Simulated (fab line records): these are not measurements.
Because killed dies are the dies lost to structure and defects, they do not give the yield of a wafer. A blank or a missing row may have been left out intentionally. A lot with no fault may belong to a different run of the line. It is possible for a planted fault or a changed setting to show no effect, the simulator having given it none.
Split-lot study | flow n5Finfet | 7 lots, 21 wafers read, on a route of 1938 steps

THE SPLIT
At N5_BEOL_M11_TRENCH_ETCH_37 (etches SiCOH lowk in C4F6/O2, target depth 148.83 nm, time 48 s), the setting timeS was moved away from the recipe's 48 s on 9 of the 21 wafers read, by -16.6% to +18.6%. This setting was run at the recipe's value on the other wafers.

FROM THE SPLIT TO THE READING: what the file shows between them, 2 steps
- N5_BEOL_M11_ETCH_41: etches SiCN in CH3F/O2, target depth 42.6 nm, time 86 s
- N5_BEOL_M11_STRIP_77: strips in N2/H2, time 10 s

THE READING
trenchDepthNm, in nm, at N5_BEOL_M11_OCD_MEAS_38. Fault-free wafers of this fab line usually give 150 nm, standard deviation 3.8 nm.

wafer  | tool, chamber at the split | timeS as run, s | against the recipe | trenchDepthNm, nm | against lot-mates on the recipe
L076.3 | rieDiel-01, 1              | 48              | recipe             | 143               | -
L076.4 | rieDiel-01, 2              | 56.92           | +18.6%             | 187               | +38
L076.6 | rieDiel-01, 3              | 48              | recipe             | 154               | -
L079.1 | rieDiel-06, 2              | 48              | recipe             | 148               | -
L079.2 | rieDiel-06, 3              | 48              | recipe             | 144               | -
L079.5 | rieDiel-06, 1              | 43.73           | -8.9%              | 137               | -9
L078.1 | rieDiel-04, 0              | 40.04           | -16.6%             | 124               | -26
L078.2 | rieDiel-04, 3              | 40.04           | -16.6%             | 126               | -24
L078.5 | rieDiel-04, 0              | 48              | recipe             | 150               | -
L081.1 | rieDiel-06, 1              | 48              | recipe             | 150               | -
L081.2 | rieDiel-06, 2              | 48              | recipe             | 147               | -
L081.4 | rieDiel-06, 3              | 48              | recipe             | 145               | -
L082.2 | rieDiel-01, 2              | 42.29           | -11.9%             | 135               | no lot-mate on the recipe
L082.3 | rieDiel-01, 3              | 42.29           | -11.9%             | 133               | no lot-mate on the recipe
L082.5 | rieDiel-01, 2              | 42.29           | -11.9%             | 136               | no lot-mate on the recipe
L084.2 | rieDiel-04, 3              | 48              | recipe             | 151               | -
L084.3 | rieDiel-04, 1              | 48              | recipe             | 153               | -
L084.5 | rieDiel-04, 0              | 48              | recipe             | 151               | -
L095.2 | rieDiel-01, 1              | 48              | recipe             | 143               | -
L095.3 | rieDiel-01, 2              | 45.09           | -6.1%              | 146               | +3
L095.5 | rieDiel-01, 3              | 45.09           | -6.1%              | 144               | +1

FIT RESULTS
A straight line over all 21 wafers: trenchDepthNm changes by +1.54 nm for each +1% of timeS; r = +0.95; the points scatter about the line by 4.2 nm.
The same after taking each lot's own level away (the mean of its wafers on the recipe; 18 wafers): +1.6 nm for each +1%; r = +0.93; scatter 4.9 nm.
On that fit, the largest move of timeS shifts the reading by 30 nm.
Across the lots, their own levels run from 143.0 to 151.7 nm, a range of 2.3 times the standard deviation given above.
Hence the lot-to-lot level has little effect on the slope; both slopes agree.
Check: +25.9 nm against its lot-mates is what the line predicts for one of the wafers moved furthest among these (+18.6%) when that wafer is left out of the fit. It came out at +38.5 nm against them.

OTHER SPLITS ON THESE WAFERS
These wafers also went through other splits before the reading. Each is held against what the fit with the lots' levels taken away leaves over:
other split on the same wafers | wafers away from the commonest value | r with trenchDepthNm (lot level and that fit taken away)
N5_BEOL_M8_ILD_DEP_00 timeS    | 5                                    | -0.39
N5_BEOL_M8_DESCUM_33 timeS     | 7                                    | -0.54
N5_BEOL_M8_ETCH_66 sourceW     | 4                                    | +0.09
N5_BEOL_M10_COAT_05 spinRpm    | 9                                    | -0.06
N5_BEOL_M10_EXPOSE_08 doseMj   | 5                                    | +0.14
N5_BEOL_M11_VIA_ETCH_34 timeS  | 2                                    | +0.03

THE WHOLE CHAIN: every reading that the file lists as answering this split, in the file's order
step                       | what it does                                                       | reading                                                                      | change (the file's fit)              | r (the file's)
N5_BEOL_M11_TRENCH_ETCH_37 | etches SiCOH lowk in C4F6/O2, target depth 148.83 nm, time 48 s    | etch.depthNm (the simulator's own value, which no gauge read)                | +1.59 nm for each +1% of the setting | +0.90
N5_BEOL_M11_TRENCH_ETCH_37 | etches SiCOH lowk in C4F6/O2, target depth 148.83 nm, time 48 s    | BEOL_M11.featureDepthNm (the simulator's own value, which no gauge read)     | +1.59 nm for each +1% of the setting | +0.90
N5_BEOL_M11_OCD_MEAS_38    |                                                                    | trenchDepthNm                                                                | +1.61 nm for each +1% of the setting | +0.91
N5_BEOL_M11_CMP_52         | polishes, stops on SiCOH lowk, t overpolish 7 s, target thk 140 nm | Cu_of_BEOL_M11_ECD_50.thkNm (the simulator's own value, which no gauge read) | +1.6 nm for each +1% of the setting  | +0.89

THE FILE'S OWN FIT
trenchDepthNm changes by +1.61 nm for each +1% of timeS, r = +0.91.
